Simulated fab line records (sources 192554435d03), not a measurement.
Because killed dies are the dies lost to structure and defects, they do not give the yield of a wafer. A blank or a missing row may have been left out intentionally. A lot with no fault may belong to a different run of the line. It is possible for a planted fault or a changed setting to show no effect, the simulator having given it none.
Chamber matching | flow n5Finfet | 3 sister chambers for N5_BEOL_M0_SAQP_PECVD_00 on pecvd-01
The step deposits SiCN from 3MS/NH3, target thk 8 nm, time 14 s. 6 wafers are shown with their chamber, then 12 later ones without.

## WAFERS PAIRED WITH THEIR CHAMBERS
wafer  | chamber | showerheadPlenumPTorr (Torr) | throttleValvePct (%)
L088.2 | 0       | 3.672                        | 9.1
L089.1 | 1       | 3.691                        | 9.1
L089.4 | 2       | 3.649                        | 8.8
L090.1 | 0       | 3.658                        | 9.3
L090.2 | 2       | 3.642                        | 8.5
L090.3 | 1       | 3.689                        | 9.0

## WAFERS WITH NO CHAMBER GIVEN
wafer  | showerheadPlenumPTorr (Torr) | throttleValvePct (%)
L093.1 | 3.645                        | 8.6
L093.4 | 3.653                        | 9.3
L093.6 | 3.682                        | 9.2
L094.1 | 3.664                        | 9.1
L094.2 | 3.694                        | 9.2
L094.3 | 3.645                        | 8.7
L095.1 | 3.683                        | 9.3
L095.2 | 3.647                        | 9.0
L095.3 | 3.654                        | 8.7
L096.1 | 3.652                        | 9.1
L096.3 | 3.658                        | 9.0
L096.4 | 3.643                        | 8.8

## THE CHAMBER EACH PASSED THROUGH
wafer  | from the rows above     | in truth
L093.1 | 2                       | 2
L093.4 | 0                       | 0
L093.6 | can't be placed: 1 or 0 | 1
L094.1 | 0                       | 0
L094.2 | 1                       | 1
L094.3 | 2                       | 2
L095.1 | can't be placed: 1 or 0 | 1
L095.2 | can't be placed: 2 or 0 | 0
L095.3 | 2                       | 2
L096.1 | can't be placed: 0 or 2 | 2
L096.3 | can't be placed: 0 or 2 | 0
L096.4 | 2                       | 2
Placed correctly: 7 of 12. Can't be placed from these rows: 5 (the true chamber is among the candidates in 5). Wrongly placed: 0.
How it was worked out, from the rows above alone: a wafer's distance from a chamber is the root of the sum, over the readings, of the square of ((its reading less the chamber's mean) divided by the reading's scatter). The wafer belongs to the nearest chamber; if the next one is less than 2 further off, it can't be placed. Each chamber's mean is taken over the wafers shown for it. How the scatter is found: for the shown wafers, subtract from each reading the mean of its chamber, square and add these, divide the total by (wafers less chambers), then take the root.
